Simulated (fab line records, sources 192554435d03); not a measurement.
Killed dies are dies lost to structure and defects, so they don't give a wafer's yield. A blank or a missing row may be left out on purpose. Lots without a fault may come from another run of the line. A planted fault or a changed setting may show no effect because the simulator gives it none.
fab line records | flow n5_finfet
record lots=24 wafers=72 last_day=18
route steps=1938 shown BEOL_M0_CUTY@708 BEOL_M0@723 BEOL_M1@753
lots that met no fault: from a run of the same line without faults
start_h: hours from the record's first day to the start of the lot's first wafer shown | wait_h: hours since the lot's step before | " the same as in the row above | L1.1+2: a row that stands for several wafers | - no value, or no start given | * or withheld: withheld | < > ~ a bound
route shown NAME@n: a module of which the file shows steps, and the number in the route of the first | usual: mean/standard deviation of fault-free wafers | same: alike in all rows | chamber/n: place in a boat | sites: the reading at each site | _std_site: their standard deviation | _edge_site: outer sites' mean less inner sites' | radius_mm: how far each site lies from the wafer's centre | mask NAME#n: copy n | behind: the tool/chamber that last shaped the wafer | hold: why the lot was held/for how many hours/how that ended | device: the transistor (n, p or np) that didn't switch | end of line: the same wafers' tests at the end of the route | a step without rows: its recipe alone | killed: dies lost to structure and defects at the first sort, not the wafer's yield | map: a wafer's dies, x killed, . not, _ none there
set.NAME: the setting as run; set.NAME@STEP: as run at that earlier step | model.NAME: the simulator's own value behind a step, which no gauge read
steps of the route over a sample of lots; a table a step, a row a wafer
services: from which hour (start_h, from the record's first day; less than 0 if before it) a tool's chamber was out of use, for how many hours, and why
## steps
# step N5_BEOL_M0_CUTY_CD_MEAS_57
# recipe target_cd_nm=200 landing_energy_ev=500 detector=se_inlens polarity=line
# usual cd_nm=200.3/0.99
# columns lot.wafer tool chamber start_h wait_h cd_nm
L076.1 cd_sem-02 0 131.35 - 199.1
L076.3 " 0 " " 200.5
L076.6 " 0 " " 198.4
L075.2 cd_sem-03 0 134.69 - 200.1
L075.4 " 0 " " 199.8
L075.6 " 0 " " 199.9
L077.1 cd_sem-03 0 138.55 - 201.3
L077.3 " 0 " " 201.9
L077.6 " 0 " " 200.7
L078.3 cd_sem-02 0 144.36 - 200.6
L078.4 " 0 " " 199.9
L078.5 " 0 " " 200.8
L074.1 cd_sem-03 0 145.27 - 200.0
L074.5 " 0 " " 199.7
L074.6 " 0 " " 199.6
L079.3 cd_sem-01 0 145.77 - 200.6
L079.4 " 0 " " 197.9
L079.6 " 0 " " 200.7
L080.1 cd_sem-01 0 149.55 - 200.5
L080.3 " 0 " " 200.4
L080.6 " 0 " " 199.9
L081.2 cd_sem-02 0 154.45 - 199.5
L081.3 " 0 " " 199.1
L081.5 " 0 " " 199.4
L082.1 cd_sem-03 0 163.72 - 199.5
L082.2 " 0 " " 200.6
L082.4 " 0 " " 199.2
L083.1 cd_sem-03 0 168.82 - 199.5
L083.2 " 0 " " 199.0
L083.4 " 0 " " 198.5
L084.1 cd_sem-01 0 178.38 - 200.5
L084.2 " 0 " " 200.7
L084.6 " 0 " " 201.0
L085.2 cd_sem-02 0 179.44 - 203.0
L085.3 " 0 " " 201.2
L085.6 " 0 " " 201.6
L086.1 cd_sem-01 0 193.16 - 198.9
L086.3 " 0 " " 199.1
L086.6 " 0 " " 200.8
L087.1 cd_sem-02 0 199.01 - 201.0
L087.3 " 0 " " 199.4
L087.6 " 0 " " 199.7
L088.2 cd_sem-01 0 202.58 - 201.1
L088.3 " 0 " " 198.5
L088.5 " 0 " " 200.4
L090.1 cd_sem-03 0 208.99 - 201.1
L090.4 " 0 " " 200.8
L090.5 " 0 " " 199.3
L089.2 cd_sem-02 0 210.41 - 200.5
L089.3 " 0 " " 200.8
L089.4 " 0 " " 201.2
L091.3 cd_sem-03 0 219.42 - 201.1
L091.5 " 0 " " 201.5
L091.6 " 0 " " 201.4
L092.3 cd_sem-02 0 222.45 - 201.3
L092.4 " 0 " " 200.8
L092.6 " 0 " " 201.3
L093.1 cd_sem-01 0 225.91 - 201.1
L093.2 " 0 " " 201.2
L093.4 " 0 " " 200.1
L094.1 cd_sem-03 0 239.74 - 201.6
L094.2 " 0 " " 202.4
L094.5 " 0 " " 202.2
L095.2 cd_sem-02 0 243.83 - 200.9
L095.3 " 0 " " 200.7
L095.4 " 0 " " 199.9
L096.2 cd_sem-03 0 250.75 - 200.6
L096.3 " 0 " " 200.6
L096.4 " 0 " " 199.8
L097.2 cd_sem-01 0 259.64 - 199.9
L097.4 " 0 " " 199.3
L097.5 " 0 " " 199.3
# step N5_BEOL_M0_OCD_MEAS_108
# usual trench_depth_nm=32.7/0.85
# columns lot.wafer tool chamber start_h wait_h trench_depth_nm
L076.1 ocd-01 - 132.81 0.1 31.7
L076.3 " - " " 32.6
L076.6 " - " " 32.9
L075.2 ocd-02 - 138.23 0.1 33.2
L075.4 " - " " 33.1
L075.6 " - " " 33.3
L077.1 ocd-01 - 140.28 0.1 32.2
L077.3 " - " " 31.9
L077.6 " - " " 31.9
L078.3 ocd-02 - 148.25 0.1 32.3
L078.4 " - " " 32.7
L078.5 " - " " 32.0
L079.3 ocd-02 - 148.42 0.1 31.8
L079.4 " - " " 31.6
L079.6 " - " " 32.3
L074.1 ocd-02 - 148.46 0.1 35.1
L074.5 " - " " 32.3
L074.6 " - " " 34.8
L080.1 ocd-01 - 150.40 0.1 31.6
L080.3 " - " " 31.5
L080.6 " - " " 32.0
L081.2 ocd-02 - 157.89 0.1 33.0
L081.3 " - " " 34.7
L081.5 " - " " 34.6
L082.1 ocd-01 - 167.30 0.1 32.5
L082.2 " - " " 33.0
L082.4 " - " " 32.5
L083.1 ocd-01 - 172.92 0.1 32.9
L083.2 " - " " 32.4
L083.4 " - " " 31.9
L084.1 ocd-02 - 181.08 0.1 33.5
L084.2 " - " " 32.7
L084.6 " - " " 34.5
L085.2 ocd-01 - 181.18 0.1 32.0
L085.3 " - " " 32.7
L085.6 " - " " 32.9
L086.1 ocd-01 - 196.48 0.1 32.1
L086.3 " - " " 33.4
L086.6 " - " " 31.9
L087.1 ocd-01 - 202.93 0.1 32.6
L087.3 " - " " 30.9
L087.6 " - " " 31.4
L088.2 ocd-01 - 203.75 0.1 32.7
L088.3 " - " " 32.1
L088.5 " - " " 32.2
L090.1 ocd-02 - 210.31 0.1 32.9
L090.4 " - " " 32.9
L090.5 " - " " 33.5
L089.2 ocd-01 - 212.14 0.1 33.0
L089.3 " - " " 32.9
L089.4 " - " " 32.7
L091.3 ocd-01 - 223.17 0.1 33.1
L091.5 " - " " 32.6
L091.6 " - " " 32.5
L092.3 ocd-01 - 223.51 0.1 32.5
L092.4 " - " " 33.2
L092.6 " - " " 32.6
L093.1 ocd-02 - 231.50 0.1 32.2
L093.2 " - " " 33.2
L093.4 " - " " 32.4
L094.1 ocd-01 - 241.25 0.1 32.0
L094.2 " - " " 33.5
L094.5 " - " " 33.4
L095.2 ocd-01 - 246.82 0.1 31.8
L095.3 " - " " 32.8
L095.4 " - " " 31.9
L096.2 ocd-02 - 257.86 0.1 34.1
L096.3 " - " " 32.3
L096.4 " - " " 32.4
L097.2 ocd-02 - 260.64 0.1 32.5
L097.4 " - " " 33.5
L097.5 " - " " 32.9
# step N5_BEOL_M0_DEGAS_112
# recipe ambient=vacuum temp_c=250 time_s=60
# usual heater_power_w=318/32
# columns lot.wafer tool chamber start_h wait_h heater_power_w
L076.1 pvd_sputter-03 - 133.12 0.1 285
L076.3 " - " " 325
L076.6 " - " " 330
L075.2 pvd_sputter-02 - 139.01 0.5 358
L075.4 " - " " 288
L075.6 " - " " 363
L077.1 pvd_sputter-03 - 140.59 0.1 313
L077.3 " - " " 313
L077.6 " - " " 319
L078.3 pvd_sputter-02 - 148.87 0.3 296
L078.4 " - " " 375
L078.5 " - " " 297
L079.3 pvd_sputter-02 - 148.95 0.3 289
L079.4 " - " " 368
L079.6 " - " " 378
L074.1 pvd_sputter-03 - 149.12 0.4 284
L074.5 " - " " 334
L074.6 " - " " 281
L080.1 pvd_sputter-01 - 152.08 1.4 323
L080.3 " - " " 335
L080.6 " - " " 323
L081.2 pvd_sputter-03 - 158.77 0.4 330
L081.3 " - " " 313
L081.5 " - " " 325
L082.1 pvd_sputter-02 - 167.91 0.3 373
L082.2 " - " " 288
L082.4 " - " " 290
L083.1 pvd_sputter-01 - 173.22 0.0 324
L083.2 " - " " 324
L083.4 " - " " 305
L084.1 pvd_sputter-02 - 181.75 0.0 291
L084.2 " - " " 380
L084.6 " - " " 293
L085.2 pvd_sputter-01 - 181.88 0.0 323
L085.3 " - " " 317
L085.6 " - " " 324
L086.1 pvd_sputter-03 - 197.38 0.6 285
L086.3 " - " " 290
L086.6 " - " " 316
L087.1 pvd_sputter-02 - 203.63 0.5 294
L087.3 " - " " 292
L087.6 " - " " 297
L088.2 pvd_sputter-01 - 204.25 0.3 325
L088.3 " - " " 307
L088.5 " - " " 340
L090.1 pvd_sputter-02 - 211.47 0.7 287
L090.4 " - " " 365
L090.5 " - " " 368
L089.2 pvd_sputter-02 - 212.62 0.1 291
L089.3 " - " " 367
L089.4 " - " " 298
L091.3 pvd_sputter-03 - 223.90 0.5 291
L091.5 " - " " 282
L091.6 " - " " 320
L092.3 pvd_sputter-02 - 224.21 0.5 376
L092.4 " - " " 357
L092.6 " - " " 384
L093.1 pvd_sputter-02 - 232.00 0.2 383
L093.2 " - " " 288
L093.4 " - " " 370
L094.1 pvd_sputter-03 - 241.75 0.2 314
L094.2 " - " " 278
L094.5 " - " " 291
L095.2 pvd_sputter-02 - 251.47 4.3 377
L095.3 " - " " 365
L095.4 " - " " 294
L096.2 pvd_sputter-03 - 258.32 0.1 282
L096.3 " - " " 316
L096.4 " - " " 294
L097.2 pvd_sputter-03 - 261.49 0.6 277
L097.4 " - " " 325
L097.5 " - " " 295
# step N5_BEOL_M0_SURFACE_TREAT_137
# recipe gas=Ar time_s=* ion_energy_ev=* ion_current_ma_cm2=0.5 pressure_mtorr=* ar_flow_sccm=30
# usual throttle_valve_pct=*
# columns lot.wafer tool chamber start_h wait_h throttle_valve_pct
L076.1 pvd_sputter-03 - 133.50 0.2 *
L076.3 " - " " *
L076.6 " - " " *
L075.2 pvd_sputter-02 - 139.39 0.2 *
L075.4 " - " " *
L075.6 " - " " *
L077.1 pvd_sputter-01 - 140.91 0.1 *
L077.3 " - " " *
L077.6 " - " " *
L078.3 pvd_sputter-01 - 149.26 0.2 *
L078.4 " - " " *
L078.5 " - " " *
L079.3 pvd_sputter-01 - 149.30 0.1 *
L079.4 " - " " *
L079.6 " - " " *
L074.1 pvd_sputter-01 - 149.46 0.1 *
L074.5 " - " " *
L074.6 " - " " *
L080.1 pvd_sputter-01 - 152.48 0.2 *
L080.3 " - " " *
L080.6 " - " " *
L081.2 pvd_sputter-02 - 159.44 0.4 *
L081.3 " - " " *
L081.5 " - " " *
L082.1 pvd_sputter-01 - 168.30 0.2 *
L082.2 " - " " *
L082.4 " - " " *
L083.1 pvd_sputter-03 - 173.57 0.1 *
L083.2 " - " " *
L083.4 " - " " *
L084.1 pvd_sputter-01 - 182.10 0.1 *
L084.2 " - " " *
L084.6 " - " " *
L085.2 pvd_sputter-01 - 182.23 0.1 *
L085.3 " - " " *
L085.6 " - " " *
L086.1 pvd_sputter-02 - 198.01 0.3 *
L086.3 " - " " *
L086.6 " - " " *
L087.1 pvd_sputter-02 - 204.01 0.2 *
L087.3 " - " " *
L087.6 " - " " *
L088.2 pvd_sputter-02 - 204.65 0.2 *
L088.3 " - " " *
L088.5 " - " " *
L090.1 pvd_sputter-01 - 212.03 0.4 *
L090.4 " - " " *
L090.5 " - " " *
L089.2 pvd_sputter-01 - 212.97 0.1 *
L089.3 " - " " *
L089.4 " - " " *
L091.3 pvd_sputter-02 - 224.33 0.2 *
L091.5 " - " " *
L091.6 " - " " *
L092.3 pvd_sputter-02 - 225.01 0.6 *
L092.4 " - " " *
L092.6 " - " " *
L093.1 pvd_sputter-02 - 232.72 0.3 *
L093.2 " - " " *
L093.4 " - " " *
L094.1 pvd_sputter-02 - 242.29 0.3 *
L094.2 " - " " *
L094.5 " - " " *
L095.2 pvd_sputter-03 - 251.84 0.2 *
L095.3 " - " " *
L095.4 " - " " *
L096.2 pvd_sputter-02 - 258.69 0.2 *
L096.3 " - " " *
L096.4 " - " " *
L097.2 pvd_sputter-01 - 262.09 0.4 *
L097.4 " - " " *
L097.5 " - " " *
# step N5_BEOL_M1_PECVD_72
# recipe material=SiO2 target_thk_a=160 temp_c=400 precursor=TEOS/O2 pressure_torr=5.5 rf_w=450 teos_flow_sccm=53.8 gas=O2 flow_sccm=3000 time_s=18
# usual heater_power_outer_w=406/67 heater_power_w=709/93 showerhead_plenum_p_Torr=8.79/0.054 throttle_valve_pct=22.5/1.3
# columns lot.wafer tool chamber start_h wait_h heater_power_outer_w heater_power_w showerhead_plenum_p_Torr throttle_valve_pct
L076.1 pecvd-01 1 135.43 0.0 457 778 8.71 23.2
L076.3 " 1 " " 464 780 8.74 22.9
L076.6 " 1 " " 449 741 8.72 23.1
L075.2 pecvd-04 0 142.59 0.0 404 659 8.79 22.7
L075.4 " 2 " " 481 807 8.79 22.6
L075.6 " 1 " " 369 609 8.93 26.3
L077.1 pecvd-02 2 143.63 0.0 307 593 8.80 20.9
L077.3 " 1 " " 384 736 8.77 22.9
L077.6 " 1 " " 372 733 8.78 22.6
L078.3 pecvd-04 1 151.44 0.0 369 618 8.92 25.8
L078.4 " 2 " " 532 874 8.76 22.2
L078.5 " 0 " " 421 695 8.76 22.6
L079.3 pecvd-01 1 151.56 0.0 437 740 8.72 22.8
L079.4 " 0 " " 447 791 8.86 23.2
L079.6 " 1 " " 432 759 8.69 23.2
L074.1 pecvd-02 1 151.82 0.0 401 760 8.81 22.7
L074.5 " 2 " " 314 595 8.78 20.9
L074.6 " 0 " " 493 795 8.78 21.6
L080.1 pecvd-02 0 154.38 0.0 448 746 8.81 21.5
L080.3 " 1 " " 392 757 8.79 22.6
L080.6 " 1 " " 399 767 8.81 22.6
L081.2 pecvd-02 0 162.36 0.0 478 762 8.78 21.5
L081.3 " 1 " " 378 751 8.79 22.6
L081.5 " 0 " " 469 775 8.78 21.7
L082.1 pecvd-02 1 170.16 0.0 346 691 8.78 22.8
L082.2 " 2 " " 334 589 8.83 21.1
L082.4 " 0 " " 404 676 8.80 21.6
L083.1 pecvd-01 1 175.87 0.0 481 834 8.71 23.1
L083.2 " 2 " " 424 743 8.74 22.1
L083.4 " 1 " " 483 814 8.73 23.0
L084.1 pecvd-04 1 184.04 0.0 394 640 8.89 26.1
L084.2 " 0 " " 387 669 8.79 22.6
L084.6 " 1 " " 399 671 8.93 26.1
L085.2 pecvd-01 2 184.56 0.0 335 625 8.74 21.9
L085.3 " 1 " " 484 830 8.73 23.2
L085.6 " 2 " " 342 627 8.74 22.2
L086.1 pecvd-02 0 200.41 0.0 432 732 8.80 21.8
L086.3 " 1 " " 423 810 8.80 22.6
L086.6 " 2 " " 311 580 8.84 21.0
L087.1 pecvd-02 2 206.43 0.0 290 567 8.80 21.3
L087.3 " 0 " " 443 738 8.79 21.5
L087.6 " 2 " " 298 575 8.79 20.9
L088.2 pecvd-02 1 208.00 0.0 425 807 8.78 22.3
L088.3 " 0 " " 500 800 8.77 21.5
L088.5 " 0 " " 494 800 8.80 21.9
L090.1 pecvd-04 2 215.32 0.0 529 884 8.80 22.6
L090.4 " 1 " " 351 593 8.91 26.3
L090.5 " 2 " " 528 871 8.79 22.5
L089.2 pecvd-01 2 215.52 0.0 327 632 8.74 22.2
L089.3 " 1 " " 390 704 8.71 22.9
L089.4 " 2 " " 341 609 8.75 22.0
L092.3 pecvd-02 0 227.78 0.0 489 771 8.78 21.9
L092.4 " 2 " " 253 504 8.81 21.0
L092.6 " 1 " " 359 709 8.80 22.6
L091.3 pecvd-02 0 227.91 0.0 448 721 8.78 21.7
L091.5 " 2 " " 294 562 8.79 21.2
L091.6 " 1 " " 436 816 8.77 22.4
L093.1 pecvd-01 1 236.08 0.0 435 736 8.73 22.9
L093.2 " 2 " " 392 725 8.71 22.2
L093.4 " 2 " " 408 692 8.74 22.3
L094.1 pecvd-04 2 245.25 0.0 510 836 8.77 22.7
L094.2 " 1 " " 320 556 8.92 26.2
L094.5 " 0 " " 425 693 8.77 22.6
L095.2 pecvd-04 2 253.80 0.0 420 733 8.76 22.9
L095.3 " 0 " " 409 671 8.75 22.5
L095.4 " 2 " " 423 731 8.79 22.8
L096.2 pecvd-01 2 261.07 0.0 430 735 8.75 22.1
L096.3 " 1 " " 502 836 8.72 23.1
L096.4 " 1 " " 484 838 8.71 23.3
L097.2 pecvd-02 2 263.87 0.0 309 576 8.81 21.1
L097.4 " 1 " " 372 747 8.76 22.6
L097.5 " 2 " " 311 589 8.79 21.2
# step N5_BEOL_M1_CD_MEAS_11
# recipe target_cd_nm=17.05 landing_energy_ev=500 detector=se_inlens polarity=opening
# usual cd_nm=17.07/0.22
# columns lot.wafer tool chamber start_h wait_h cd_nm
L076.1 cd_sem-03 0 138.82 - 17.11
L076.3 " 0 " " 16.96
L076.6 " 0 " " 16.80
L075.2 cd_sem-02 0 143.55 - 17.15
L075.4 " 0 " " 16.95
L075.6 " 0 " " 17.01
L077.1 cd_sem-03 0 147.83 - 17.21
L077.3 " 0 " " 17.16
L077.6 " 0 " " 16.75
L078.3 cd_sem-02 0 152.70 - 17.28
L078.4 " 0 " " 17.05
L078.5 " 0 " " 16.93
L079.3 cd_sem-03 0 152.87 - 17.62
L079.4 " 0 " " 17.35
L079.6 " 0 " " 17.11
L074.1 cd_sem-01 0 153.12 - 17.26
L074.5 " 0 " " 17.29
L074.6 " 0 " " 17.39
L080.1 cd_sem-01 0 158.21 - 17.20
L080.3 " 0 " " 17.18
L080.6 " 0 " " 16.97
L081.2 cd_sem-01 0 164.18 - 17.20
L081.3 " 0 " " 17.01
L081.5 " 0 " " 16.71
L082.1 cd_sem-01 0 171.31 - 16.93
L082.2 " 0 " " 16.80
L082.4 " 0 " " 17.13
L083.1 cd_sem-03 0 176.73 - 17.04
L083.2 " 0 " " 17.22
L083.4 " 0 " " 16.88
L084.1 cd_sem-01 0 184.69 - 17.12
L084.2 " 0 " " 16.87
L084.6 " 0 " " 17.22
L085.2 cd_sem-01 0 186.19 - 17.08
L085.3 " 0 " " 17.12
L085.6 " 0 " " 16.97
L086.1 cd_sem-01 0 202.04 - 17.00
L086.3 " 0 " " 16.98
L086.6 " 0 " " 16.76
L087.1 cd_sem-03 0 207.69 - 17.12
L087.3 " 0 " " 17.01
L087.6 " 0 " " 17.13
L088.2 cd_sem-03 0 210.74 - 17.29
L088.3 " 0 " " 17.13
L088.5 " 0 " " 17.05
L090.1 cd_sem-02 0 216.24 - 16.40
L090.4 " 0 " " 16.56
L090.5 " 0 " " 16.99
L089.2 cd_sem-01 0 216.66 - 16.80
L089.3 " 0 " " 17.27
L089.4 " 0 " " 16.91
L092.3 cd_sem-03 0 232.16 - 17.34
L092.4 " 0 " " 17.43
L092.6 " 0 " " 17.61
L091.3 cd_sem-01 0 232.20 - 17.26
L091.5 " 0 " " 17.18
L091.6 " 0 " " 17.22
L093.1 cd_sem-03 0 242.04 - 16.72
L093.2 " 0 " " 16.62
L093.4 " 0 " " 16.91
L094.1 cd_sem-01 0 245.90 - 17.08
L094.2 " 0 " " 17.10
L094.5 " 0 " " 16.99
L095.2 cd_sem-02 0 255.18 - 17.34
L095.3 " 0 " " 17.65
L095.4 " 0 " " 17.04
L096.2 cd_sem-01 0 262.04 - 17.20
L096.3 " 0 " " 17.06
L096.4 " 0 " " 17.27
L097.2 cd_sem-01 0 264.79 - 16.88
L097.4 " 0 " " 17.11
L097.5 " 0 " " 16.81
## services
# columns tool chamber start_h hours kind
pvd_sputter-02 - 134.88 1.1 repair
pecvd-01 0 134.96 5.5 scheduled_down
pecvd-01 - 158.13 4.3 repair
pecvd-04 2 168.49 7.5 repair
pecvd-02 1 238.05 21.2 repair
pecvd-01 2 254.64 5.5 scheduled_down
pecvd-02 - 260.45 0.9 repair
## key
fault none
